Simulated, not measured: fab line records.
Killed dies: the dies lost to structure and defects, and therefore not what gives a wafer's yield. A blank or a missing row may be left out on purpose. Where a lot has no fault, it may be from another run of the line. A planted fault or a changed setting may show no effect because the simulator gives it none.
fab line records || flow n5Finfet || part 2 of 2: steps 23 to 27 of 27
record: {"lots": 5, "wafers": 15, "lastDay": 21}
route steps=1938 shown FIN_SAQP@103
lots with no fault: from the same line, run without faults
startH: hours from the record's first day to the start of the lot's first wafer shown || waitH: hours elapsed since this lot's preceding step || " unchanged from the row above || L1.1+2: a row that stands for several wafers || - value missing, or start not given || * or withheld: withheld || < > ~ a bound
route shown NAME@n: names a module that has steps shown in the file, with the first one's number in the route || usual: mean and standard deviation over wafers with no fault || same: alike in all rows || chamber/n: place in a boat || sites: each site's reading || _std_site: standard deviation of those values || _edge_site: outer sites' mean less inner sites' || radiusMm: how far each site lies from the wafer's centre || mask NAME#n: copy n || behind: the tool/chamber that last shaped the wafer || hold: why the lot went on hold/how many hours it stayed there/how the hold came to an end || device: which transistor (n, p or np) failed to switch || end of line: the same wafers' tests at the end of the route || a step with no rows: only its recipe || killed: at the first sort, the dies lost to defects and structure; wafer yield is something else || map: per-die view of a wafer (x killed, . not killed, _ where there is no die)
set.NAME: the run value of the setting; set.NAME@STEP: its run value at that earlier step || model.NAME: the simulator's own value behind a step, which no gauge read
a table for each step, a row for each wafer; lots at some steps of the route
services: the hour from which a tool's chamber was out of use, counted from the record's first day as startH (under 0 if before that day), plus the number of hours and why
== steps ==
step: N5_FIN_SAQP_SPACER1_ALD_24
recipe: {"material": "SiO2", "targetThkA": 203, "tempC": 300, "aldPrecursorFamily": "BDEAS", "aldCoReactant": "O2-plasma", "pulseTimeS": 1, "purgeTimeS": 2, "coReactantPurgeTimeS": 2, "aldCycles": 218, "pressureTorr": 2}
usual: {"heaterPowerW": "479/48", "precursorPulseHeightRel": "1.001/0.019", "susceptorTempC": "300.01/0.18"}
{"lot.wafer": "L080.1", "tool": "aldSin-04", "chamber": 1, "startH": 60.16, "waitH": 1.5, "heaterPowerW": 531, "precursorPulseHeightRel": 0.999, "susceptorTempC": 299.61}
{"lot.wafer": "L080.3", "tool": "aldSin-04", "chamber": 2, "startH": 60.16, "waitH": 1.5, "heaterPowerW": 494, "precursorPulseHeightRel": 1.006, "susceptorTempC": 299.85}
{"lot.wafer": "L080.6", "tool": "aldSin-04", "chamber": 2, "startH": 60.16, "waitH": 1.5, "heaterPowerW": 502, "precursorPulseHeightRel": 1.022, "susceptorTempC": 300.28}
{"lot.wafer": "L081.1", "tool": "aldSin-02", "chamber": 0, "startH": 66.81, "waitH": 0.3, "heaterPowerW": 349, "precursorPulseHeightRel": 0.995, "susceptorTempC": 300.08}
{"lot.wafer": "L081.2", "tool": "aldSin-02", "chamber": 2, "startH": 66.81, "waitH": 0.3, "heaterPowerW": 448, "precursorPulseHeightRel": 1.000, "susceptorTempC": 300.24}
{"lot.wafer": "L081.4", "tool": "aldSin-02", "chamber": 1, "startH": 66.81, "waitH": 0.3, "heaterPowerW": 448, "precursorPulseHeightRel": 1.022, "susceptorTempC": 299.85}
{"lot.wafer": "L089.3", "tool": "aldSin-04", "chamber": 2, "startH": 112.84, "waitH": 0.4, "heaterPowerW": 493, "precursorPulseHeightRel": 1.009, "susceptorTempC": 300.03}
{"lot.wafer": "L089.5", "tool": "aldSin-04", "chamber": 1, "startH": 112.84, "waitH": 0.4, "heaterPowerW": 560, "precursorPulseHeightRel": 1.037, "susceptorTempC": 300.02}
{"lot.wafer": "L089.6", "tool": "aldSin-04", "chamber": 2, "startH": 112.84, "waitH": 0.4, "heaterPowerW": 497, "precursorPulseHeightRel": 0.999, "susceptorTempC": 299.68}
{"lot.wafer": "L090.1", "tool": "aldSin-03", "chamber": 1, "startH": 118.91, "waitH": 0.3, "heaterPowerW": 497, "precursorPulseHeightRel": 1.021, "susceptorTempC": 299.83}
{"lot.wafer": "L090.2", "tool": "aldSin-03", "chamber": 0, "startH": 118.91, "waitH": 0.3, "heaterPowerW": 547, "precursorPulseHeightRel": 1.022, "susceptorTempC": 299.95}
{"lot.wafer": "L090.5", "tool": "aldSin-03", "chamber": 1, "startH": 118.91, "waitH": 0.3, "heaterPowerW": 504, "precursorPulseHeightRel": 1.014, "susceptorTempC": 299.92}
{"lot.wafer": "L095.3", "tool": "aldSin-03", "chamber": 0, "startH": 149.49, "waitH": 0.1, "heaterPowerW": 537, "precursorPulseHeightRel": 1.027, "susceptorTempC": 299.98}
{"lot.wafer": "L095.4", "tool": "aldSin-03", "chamber": 3, "startH": 149.49, "waitH": 0.1, "heaterPowerW": 521, "precursorPulseHeightRel": 0.981, "susceptorTempC": 300.24}
{"lot.wafer": "L095.5", "tool": "aldSin-03", "chamber": 2, "startH": 149.49, "waitH": 0.1, "heaterPowerW": 457, "precursorPulseHeightRel": 0.999, "susceptorTempC": 300.13}
step: N5_FIN_SAQP_SPACER1_ETCHBACK_25
recipe: {"chemistry": "CHF3/O2", "mode": "anisotropicEtchback", "target": "SiO2", "targetDepthA": 244, "timeS": 12.2, "pressureMtorr": 30, "sourceW": 650, "biasW": 170, "Ar_flow_sccm": 200, "CHF3_flow_sccm": 50, "O2_flow_sccm": 5, "ionEnergyEv": 200}
usual: {"chamberPressureMTorr": "30.005/0.028", "drypumpMotorCurrentA": "5.69/0.17", "oes_f_703_au": "0.78/0.068", "oesProductAu": "0.78/0.069", "rfVppV": "527/23", "showerheadPlenumPTorr": "2.41/0.07", "throttleValvePct": "18.96/0.15"}
{"lot.wafer": "L080.1", "tool": "rieDiel-01", "chamber": 2, "startH": 60.88, "waitH": 0.4, "chamberPressureMTorr": 30.004, "drypumpMotorCurrentA": 5.64, "oes_f_703_au": 0.74, "oesProductAu": 0.77, "rfHoursCounterH": 121, "rfVppV": 547, "showerheadPlenumPTorr": 2.42, "throttleValvePct": 19.25}
{"lot.wafer": "L080.3", "tool": "rieDiel-01", "chamber": 1, "startH": 60.88, "waitH": 0.4, "chamberPressureMTorr": 29.959, "drypumpMotorCurrentA": 5.58, "oes_f_703_au": 0.86, "oesProductAu": 0.92, "rfHoursCounterH": 27, "rfVppV": 563, "showerheadPlenumPTorr": 2.56, "throttleValvePct": 18.90}
{"lot.wafer": "L080.6", "tool": "rieDiel-01", "chamber": 1, "startH": 60.88, "waitH": 0.4, "chamberPressureMTorr": 29.942, "drypumpMotorCurrentA": 5.58, "oes_f_703_au": 0.86, "oesProductAu": 0.91, "rfHoursCounterH": "-", "rfVppV": 562, "showerheadPlenumPTorr": 2.56, "throttleValvePct": 18.90}
{"lot.wafer": "L081.1", "tool": "rieDiel-04", "chamber": 2, "startH": 67.58, "waitH": 0.4, "chamberPressureMTorr": 29.986, "drypumpMotorCurrentA": 5.40, "oes_f_703_au": 0.71, "oesProductAu": 0.71, "rfHoursCounterH": 204, "rfVppV": 536, "showerheadPlenumPTorr": 2.49, "throttleValvePct": 18.91}
{"lot.wafer": "L081.2", "tool": "rieDiel-04", "chamber": 1, "startH": 67.58, "waitH": 0.4, "chamberPressureMTorr": 29.926, "drypumpMotorCurrentA": 5.91, "oes_f_703_au": 0.74, "oesProductAu": 0.70, "rfHoursCounterH": 230, "rfVppV": 532, "showerheadPlenumPTorr": 2.35, "throttleValvePct": 18.97}
{"lot.wafer": "L081.4", "tool": "rieDiel-04", "chamber": 0, "startH": 67.58, "waitH": 0.4, "chamberPressureMTorr": 30.014, "drypumpMotorCurrentA": 5.86, "oes_f_703_au": 0.71, "oesProductAu": 0.70, "rfHoursCounterH": 238, "rfVppV": 529, "showerheadPlenumPTorr": 2.37, "throttleValvePct": 19.31}
{"lot.wafer": "L089.3", "tool": "rieDiel-01", "chamber": 3, "startH": 113.55, "waitH": 0.4, "chamberPressureMTorr": 29.991, "drypumpMotorCurrentA": 5.87, "oes_f_703_au": 0.67, "oesProductAu": 0.70, "rfHoursCounterH": 223, "rfVppV": 544, "showerheadPlenumPTorr": 2.38, "throttleValvePct": 18.82}
{"lot.wafer": "L089.5", "tool": "rieDiel-01", "chamber": 0, "startH": 113.55, "waitH": 0.4, "chamberPressureMTorr": 30.003, "drypumpMotorCurrentA": 5.74, "oes_f_703_au": 0.86, "oesProductAu": 0.86, "rfHoursCounterH": "-", "rfVppV": 495, "showerheadPlenumPTorr": 2.36, "throttleValvePct": 18.86}
{"lot.wafer": "L089.6", "tool": "rieDiel-01", "chamber": 3, "startH": 113.55, "waitH": 0.4, "chamberPressureMTorr": 29.973, "drypumpMotorCurrentA": 5.89, "oes_f_703_au": 0.67, "oesProductAu": 0.70, "rfHoursCounterH": "-", "rfVppV": 543, "showerheadPlenumPTorr": 2.38, "throttleValvePct": 18.82}
{"lot.wafer": "L090.1", "tool": "rieDiel-03", "chamber": 1, "startH": 119.63, "waitH": 0.4, "chamberPressureMTorr": 30.026, "drypumpMotorCurrentA": 5.79, "oes_f_703_au": 0.86, "oesProductAu": 0.82, "rfHoursCounterH": 91, "rfVppV": 500, "showerheadPlenumPTorr": 2.34, "throttleValvePct": 19.04}
{"lot.wafer": "L090.2", "tool": "rieDiel-03", "chamber": 0, "startH": 119.63, "waitH": 0.4, "chamberPressureMTorr": 29.991, "drypumpMotorCurrentA": 5.53, "oes_f_703_au": 0.76, "oesProductAu": 0.72, "rfHoursCounterH": 182, "rfVppV": 503, "showerheadPlenumPTorr": 2.39, "throttleValvePct": 18.88}
{"lot.wafer": "L090.5", "tool": "rieDiel-03", "chamber": 3, "startH": 119.63, "waitH": 0.4, "chamberPressureMTorr": 30.001, "drypumpMotorCurrentA": 5.64, "oes_f_703_au": 0.80, "oesProductAu": 0.80, "rfHoursCounterH": "-", "rfVppV": 515, "showerheadPlenumPTorr": 2.34, "throttleValvePct": 18.89}
{"lot.wafer": "L095.3", "tool": "rieDiel-01", "chamber": 0, "startH": 150.25, "waitH": 0.4, "chamberPressureMTorr": 30.015, "drypumpMotorCurrentA": 5.71, "oes_f_703_au": 0.85, "oesProductAu": 0.85, "rfHoursCounterH": 75, "rfVppV": 495, "showerheadPlenumPTorr": 2.35, "throttleValvePct": 18.88}
{"lot.wafer": "L095.4", "tool": "rieDiel-01", "chamber": 2, "startH": 150.25, "waitH": 0.4, "chamberPressureMTorr": 30.025, "drypumpMotorCurrentA": 5.63, "oes_f_703_au": 0.72, "oesProductAu": 0.76, "rfHoursCounterH": 148, "rfVppV": 544, "showerheadPlenumPTorr": 2.41, "throttleValvePct": 19.28}
{"lot.wafer": "L095.5", "tool": "rieDiel-01", "chamber": 0, "startH": 150.25, "waitH": 0.4, "chamberPressureMTorr": 29.956, "drypumpMotorCurrentA": 5.71, "oes_f_703_au": 0.85, "oesProductAu": 0.85, "rfHoursCounterH": "-", "rfVppV": 495, "showerheadPlenumPTorr": 2.35, "throttleValvePct": 18.90}
step: N5_FIN_SAQP_MANDREL1_REMOVE_56
recipe: {"chemistry": "HBr/Cl2/O2", "btTimeS": 10, "target": "a-Si", "stopOn": "SiNx", "endpoint": "OES-SiCl", "overEtchFrac": 1, "icpW": 600, "biasW": 22, "HBr_flow_sccm": 150, "Cl2_flow_sccm": 80, "O2_flow_sccm": 5, "pressureMtorr": 10}
usual: {"chamberPressureMTorr": "10.000/0.0092", "drypumpMotorCurrentA": "5.8/0.5", "oesProductAu": "1.004/0.021", "throttleValvePct": "36.7/0.32"}
{"lot.wafer": "L080.1", "tool": "rieSi-03", "chamber": 1, "startH": 60.96, "waitH": 0.1, "chamberPressureMTorr": 9.977, "drypumpMotorCurrentA": 5.9, "oesProductAu": 1.031, "rfHoursCounterH": 1, "throttleValvePct": 36.7}
{"lot.wafer": "L080.3", "tool": "rieSi-03", "chamber": 2, "startH": 60.96, "waitH": 0.1, "chamberPressureMTorr": 10.007, "drypumpMotorCurrentA": 6.5, "oesProductAu": 0.986, "rfHoursCounterH": 30, "throttleValvePct": 36.4}
{"lot.wafer": "L080.6", "tool": "rieSi-03", "chamber": 3, "startH": 60.96, "waitH": 0.1, "chamberPressureMTorr": 10.010, "drypumpMotorCurrentA": 5.4, "oesProductAu": 0.988, "rfHoursCounterH": "-", "throttleValvePct": 36.2}
{"lot.wafer": "L081.1", "tool": "rieSi-01", "chamber": 3, "startH": 67.66, "waitH": 0.1, "chamberPressureMTorr": 10.006, "drypumpMotorCurrentA": 5.5, "oesProductAu": 1.002, "rfHoursCounterH": 110, "throttleValvePct": 36.1}
{"lot.wafer": "L081.2", "tool": "rieSi-01", "chamber": 2, "startH": 67.66, "waitH": 0.1, "chamberPressureMTorr": 9.995, "drypumpMotorCurrentA": 5.3, "oesProductAu": 1.001, "rfHoursCounterH": 1, "throttleValvePct": 36.7}
{"lot.wafer": "L081.4", "tool": "rieSi-01", "chamber": 0, "startH": 67.66, "waitH": 0.1, "chamberPressureMTorr": 10.007, "drypumpMotorCurrentA": 6.2, "oesProductAu": 1.016, "rfHoursCounterH": 8, "throttleValvePct": 37.7}
{"lot.wafer": "L089.3", "tool": "rieSi-03", "chamber": 0, "startH": 113.68, "waitH": 0.1, "chamberPressureMTorr": 9.998, "drypumpMotorCurrentA": 5.9, "oesProductAu": 1.020, "rfHoursCounterH": "-", "throttleValvePct": 36.8}
{"lot.wafer": "L089.5", "tool": "rieSi-03", "chamber": 3, "startH": 113.68, "waitH": 0.1, "chamberPressureMTorr": 9.989, "drypumpMotorCurrentA": 5.4, "oesProductAu": 0.972, "rfHoursCounterH": "-", "throttleValvePct": 36.2}
{"lot.wafer": "L089.6", "tool": "rieSi-03", "chamber": 0, "startH": 113.68, "waitH": 0.1, "chamberPressureMTorr": 10.003, "drypumpMotorCurrentA": 5.9, "oesProductAu": 1.019, "rfHoursCounterH": "-", "throttleValvePct": 36.8}
{"lot.wafer": "L090.1", "tool": "rieSi-03", "chamber": 3, "startH": 119.72, "waitH": 0.1, "chamberPressureMTorr": 9.990, "drypumpMotorCurrentA": 5.4, "oesProductAu": 0.986, "rfHoursCounterH": 110, "throttleValvePct": 36.2}
{"lot.wafer": "L090.2", "tool": "rieSi-03", "chamber": 2, "startH": 119.72, "waitH": 0.1, "chamberPressureMTorr": 9.999, "drypumpMotorCurrentA": 6.5, "oesProductAu": 0.982, "rfHoursCounterH": 31, "throttleValvePct": 36.4}
{"lot.wafer": "L090.5", "tool": "rieSi-03", "chamber": 0, "startH": 119.72, "waitH": 0.1, "chamberPressureMTorr": 9.982, "drypumpMotorCurrentA": 5.9, "oesProductAu": 1.025, "rfHoursCounterH": "-", "throttleValvePct": 36.8}
{"lot.wafer": "L095.3", "tool": "rieSi-06", "chamber": 2, "startH": 150.34, "waitH": 0.1, "chamberPressureMTorr": 10.004, "drypumpMotorCurrentA": 5.8, "oesProductAu": 0.992, "rfHoursCounterH": 193, "throttleValvePct": 36.7}
{"lot.wafer": "L095.4", "tool": "rieSi-06", "chamber": 3, "startH": 150.34, "waitH": 0.1, "chamberPressureMTorr": 9.993, "drypumpMotorCurrentA": 6.3, "oesProductAu": 1.031, "rfHoursCounterH": 190, "throttleValvePct": 36.7}
{"lot.wafer": "L095.5", "tool": "rieSi-06", "chamber": 1, "startH": 150.34, "waitH": 0.1, "chamberPressureMTorr": 9.988, "drypumpMotorCurrentA": 6.2, "oesProductAu": 1.006, "rfHoursCounterH": "-", "throttleValvePct": 37.1}
step: N5_FIN_SAQP_CD_MEAS_27
recipe: {"targetCdNm": 20, "landingEnergyEv": 1000, "detector": "seInlens", "polarity": "line"}
usual: {"cdNm": "20.33/0.23"}
{"lot.wafer": "L080.1", "tool": "cdSem-01", "chamber": 0, "startH": 61.07, "waitH": 0.1, "cdNm": 20.46}
{"lot.wafer": "L080.3", "tool": "cdSem-01", "chamber": 0, "startH": 61.07, "waitH": 0.1, "cdNm": 20.32}
{"lot.wafer": "L080.6", "tool": "cdSem-01", "chamber": 0, "startH": 61.07, "waitH": 0.1, "cdNm": 20.27}
{"lot.wafer": "L081.1", "tool": "cdSem-01", "chamber": 0, "startH": 67.77, "waitH": 0.1, "cdNm": 20.70}
{"lot.wafer": "L081.2", "tool": "cdSem-01", "chamber": 0, "startH": 67.77, "waitH": 0.1, "cdNm": 20.34}
{"lot.wafer": "L081.4", "tool": "cdSem-01", "chamber": 0, "startH": 67.77, "waitH": 0.1, "cdNm": 20.12}
{"lot.wafer": "L089.3", "tool": "cdSem-01", "chamber": 0, "startH": 113.80, "waitH": 0.1, "cdNm": 20.69}
{"lot.wafer": "L089.5", "tool": "cdSem-01", "chamber": 0, "startH": 113.80, "waitH": 0.1, "cdNm": 20.08}
{"lot.wafer": "L089.6", "tool": "cdSem-01", "chamber": 0, "startH": 113.80, "waitH": 0.1, "cdNm": 20.43}
{"lot.wafer": "L090.1", "tool": "cdSem-03", "chamber": 0, "startH": 119.83, "waitH": 0.1, "cdNm": 20.22}
{"lot.wafer": "L090.2", "tool": "cdSem-03", "chamber": 0, "startH": 119.83, "waitH": 0.1, "cdNm": 20.17}
{"lot.wafer": "L090.5", "tool": "cdSem-03", "chamber": 0, "startH": 119.83, "waitH": 0.1, "cdNm": 20.54}
{"lot.wafer": "L095.3", "tool": "cdSem-03", "chamber": 0, "startH": 150.45, "waitH": 0.1, "cdNm": 20.37}
{"lot.wafer": "L095.4", "tool": "cdSem-03", "chamber": 0, "startH": 150.45, "waitH": 0.1, "cdNm": 20.42}
{"lot.wafer": "L095.5", "tool": "cdSem-03", "chamber": 0, "startH": 150.45, "waitH": 0.1, "cdNm": 20.46}
step: N5_FIN_SAQP_ETCH_57
recipe: {"chemistry": "CH3F/O2", "target": "SiNx", "maskMaterial": "SiO2", "targetDepthA": 325, "timeS": 46.4, "pressureMtorr": 30, "sourceW": 395, "biasW": 73, "Ar_flow_sccm": 150, "CH3F_flow_sccm": 30, "O2_flow_sccm": 20, "ionEnergyEv": 120, "ends": "cleared"}
usual: {"chamberPressureMTorr": "30.001/0.029", "drypumpMotorCurrentA": "5.68/0.21", "etchRfOnTimeS": "46.8/1.3", "oes_f_703_au": "0.77/0.062", "oesProductAu": "0.65/0.047", "rfVppV": "296/9.9", "showerheadPlenumPTorr": "2.00/0.059", "throttleValvePct": "16.42/0.14"}
{"lot.wafer": "L080.1", "tool": "rieDiel-01", "chamber": 1, "startH": 61.12, "waitH": 0.0, "chamberPressureMTorr": 30.025, "drypumpMotorCurrentA": 5.54, "etchRfOnTimeS": 44.8, "oes_f_703_au": 0.86, "oesProductAu": 0.78, "rfHoursCounterH": 27, "rfVppV": 316, "showerheadPlenumPTorr": 2.12, "throttleValvePct": 16.28}
{"lot.wafer": "L080.3", "tool": "rieDiel-01", "chamber": 2, "startH": 61.12, "waitH": 0.0, "chamberPressureMTorr": 29.986, "drypumpMotorCurrentA": 5.66, "etchRfOnTimeS": 46.6, "oes_f_703_au": 0.73, "oesProductAu": 0.66, "rfHoursCounterH": 121, "rfVppV": 310, "showerheadPlenumPTorr": 2.01, "throttleValvePct": 16.67}
{"lot.wafer": "L080.6", "tool": "rieDiel-01", "chamber": 2, "startH": 61.12, "waitH": 0.0, "chamberPressureMTorr": 29.920, "drypumpMotorCurrentA": 5.64, "etchRfOnTimeS": 48.7, "oes_f_703_au": 0.72, "oesProductAu": 0.67, "rfHoursCounterH": "-", "rfVppV": 309, "showerheadPlenumPTorr": 2.01, "throttleValvePct": 16.68}
{"lot.wafer": "L081.1", "tool": "rieDiel-03", "chamber": 1, "startH": 67.82, "waitH": 0.0, "chamberPressureMTorr": 30.017, "drypumpMotorCurrentA": 5.78, "etchRfOnTimeS": 46.5, "oes_f_703_au": 0.88, "oesProductAu": 0.72, "rfHoursCounterH": 72, "rfVppV": 285, "showerheadPlenumPTorr": 1.95, "throttleValvePct": 16.46}
{"lot.wafer": "L081.2", "tool": "rieDiel-03", "chamber": 2, "startH": 67.82, "waitH": 0.0, "chamberPressureMTorr": 30.036, "drypumpMotorCurrentA": 5.97, "etchRfOnTimeS": 46.7, "oes_f_703_au": 0.77, "oesProductAu": 0.65, "rfHoursCounterH": 134, "rfVppV": 298, "showerheadPlenumPTorr": 2.09, "throttleValvePct": 16.35}
{"lot.wafer": "L081.4", "tool": "rieDiel-03", "chamber": 2, "startH": 67.82, "waitH": 0.0, "chamberPressureMTorr": 30.026, "drypumpMotorCurrentA": 5.96, "etchRfOnTimeS": 48.1, "oes_f_703_au": 0.77, "oesProductAu": 0.66, "rfHoursCounterH": "-", "rfVppV": 297, "showerheadPlenumPTorr": 2.09, "throttleValvePct": 16.34}
{"lot.wafer": "L089.3", "tool": "rieDiel-04", "chamber": 0, "startH": 113.84, "waitH": 0.0, "chamberPressureMTorr": 30.037, "drypumpMotorCurrentA": 5.84, "etchRfOnTimeS": 47.4, "oes_f_703_au": 0.71, "oesProductAu": 0.59, "rfHoursCounterH": 246, "rfVppV": 301, "showerheadPlenumPTorr": 1.96, "throttleValvePct": 16.75}
{"lot.wafer": "L089.5", "tool": "rieDiel-04", "chamber": 0, "startH": 113.84, "waitH": 0.0, "chamberPressureMTorr": 30.008, "drypumpMotorCurrentA": 5.83, "etchRfOnTimeS": 47.3, "oes_f_703_au": 0.71, "oesProductAu": 0.59, "rfHoursCounterH": "-", "rfVppV": 300, "showerheadPlenumPTorr": 1.96, "throttleValvePct": 16.75}
{"lot.wafer": "L089.6", "tool": "rieDiel-04", "chamber": 1, "startH": 113.84, "waitH": 0.0, "chamberPressureMTorr": 29.979, "drypumpMotorCurrentA": 5.90, "etchRfOnTimeS": 46.6, "oes_f_703_au": 0.72, "oesProductAu": 0.60, "rfHoursCounterH": "-", "rfVppV": 302, "showerheadPlenumPTorr": 1.95, "throttleValvePct": 16.44}
{"lot.wafer": "L090.1", "tool": "rieDiel-03", "chamber": 1, "startH": 119.87, "waitH": 0.0, "chamberPressureMTorr": 29.957, "drypumpMotorCurrentA": 5.76, "etchRfOnTimeS": 46.4, "oes_f_703_au": 0.86, "oesProductAu": 0.70, "rfHoursCounterH": 91, "rfVppV": 284, "showerheadPlenumPTorr": 1.94, "throttleValvePct": 16.48}
{"lot.wafer": "L090.2", "tool": "rieDiel-03", "chamber": 0, "startH": 119.87, "waitH": 0.0, "chamberPressureMTorr": 29.944, "drypumpMotorCurrentA": 5.52, "etchRfOnTimeS": 45.0, "oes_f_703_au": 0.76, "oesProductAu": 0.62, "rfHoursCounterH": 182, "rfVppV": 287, "showerheadPlenumPTorr": 1.98, "throttleValvePct": 16.36}
{"lot.wafer": "L090.5", "tool": "rieDiel-03", "chamber": 1, "startH": 119.87, "waitH": 0.0, "chamberPressureMTorr": 29.982, "drypumpMotorCurrentA": 5.78, "etchRfOnTimeS": 47.5, "oes_f_703_au": 0.86, "oesProductAu": 0.69, "rfHoursCounterH": "-", "rfVppV": 285, "showerheadPlenumPTorr": 1.94, "throttleValvePct": 16.49}
{"lot.wafer": "L095.3", "tool": "rieDiel-03", "chamber": 2, "startH": 150.50, "waitH": 0.0, "chamberPressureMTorr": 30.020, "drypumpMotorCurrentA": 5.97, "etchRfOnTimeS": 47.3, "oes_f_703_au": 0.75, "oesProductAu": 0.64, "rfHoursCounterH": 158, "rfVppV": 298, "showerheadPlenumPTorr": 2.08, "throttleValvePct": 16.39}
{"lot.wafer": "L095.4", "tool": "rieDiel-03", "chamber": 1, "startH": 150.50, "waitH": 0.0, "chamberPressureMTorr": 30.024, "drypumpMotorCurrentA": 5.78, "etchRfOnTimeS": 46.2, "oes_f_703_au": 0.85, "oesProductAu": 0.70, "rfHoursCounterH": 98, "rfVppV": 283, "showerheadPlenumPTorr": 1.94, "throttleValvePct": 16.50}
{"lot.wafer": "L095.5", "tool": "rieDiel-03", "chamber": 0, "startH": 150.50, "waitH": 0.0, "chamberPressureMTorr": 30.033, "drypumpMotorCurrentA": 5.51, "etchRfOnTimeS": 46.3, "oes_f_703_au": 0.76, "oesProductAu": 0.61, "rfHoursCounterH": "-", "rfVppV": 286, "showerheadPlenumPTorr": 1.98, "throttleValvePct": 16.37}
== services ==
{"tool": "rieDiel-01", "chamber": "-", "startH": 34.96, "hours": 2.1, "kind": "repair"}
{"tool": "arfiScanner-01", "chamber": "-", "startH": 49.95, "hours": 1.0, "kind": "pm"}
{"tool": "rieDiel-04", "chamber": "-", "startH": 50.82, "hours": 2.8, "kind": "pm"}
{"tool": "rieDiel-01", "chamber": 0, "startH": 54.23, "hours": 13.5, "kind": "repair"}
{"tool": "rieSi-03", "chamber": "-", "startH": 55.34, "hours": 0.1, "kind": "repair"}
{"tool": "rieDiel-03", "chamber": 0, "startH": 56.45, "hours": 17.9, "kind": "repair"}
{"tool": "aldSin-04", "chamber": "-", "startH": 64.86, "hours": 0.8, "kind": "repair"}
{"tool": "rieDiel-03", "chamber": 3, "startH": 73.73, "hours": 36.7, "kind": "repair"}
{"tool": "aldSin-03", "chamber": 3, "startH": 78.05, "hours": 2.7, "kind": "repair"}
{"tool": "rieDiel-04", "chamber": 3, "startH": 94.76, "hours": 1.6, "kind": "repair"}
{"tool": "arfiScanner-01", "chamber": "-", "startH": 97.43, "hours": 0.8, "kind": "pm"}
{"tool": "aldSin-03", "chamber": 0, "startH": 102.01, "hours": 11.3, "kind": "repair"}
{"tool": "wetBench-01", "chamber": "-", "startH": 108.38, "hours": 3.1, "kind": "repair"}
{"tool": "rieSi-03", "chamber": 2, "startH": 108.52, "hours": 10.7, "kind": "repair"}
{"tool": "arfiScanner-03", "chamber": "-", "startH": 112.29, "hours": 1.3, "kind": "pm"}
{"tool": "rieSi-03", "chamber": 1, "startH": 112.46, "hours": 5.5, "kind": "repair"}
{"tool": "rieDiel-01", "chamber": "-", "startH": 114.20, "hours": 2.8, "kind": "pm"}
{"tool": "rieDiel-03", "chamber": 2, "startH": 115.16, "hours": 18.1, "kind": "repair"}
{"tool": "arfiScanner-03", "chamber": "-", "startH": 120.85, "hours": 0.8, "kind": "pm"}
{"tool": "aldSin-04", "chamber": 3, "startH": 122.15, "hours": 16.0, "kind": "repair"}
{"tool": "arfiScanner-01", "chamber": "-", "startH": 128.32, "hours": 3.9, "kind": "pm"}
{"tool": "arfiScanner-01", "chamber": "-", "startH": 138.68, "hours": 1.3, "kind": "pm"}
{"tool": "rieSi-01", "chamber": 2, "startH": 147.40, "hours": 13.5, "kind": "repair"}
{"tool": "rieSi-03", "chamber": 0, "startH": 147.93, "hours": 2.0, "kind": "repair"}
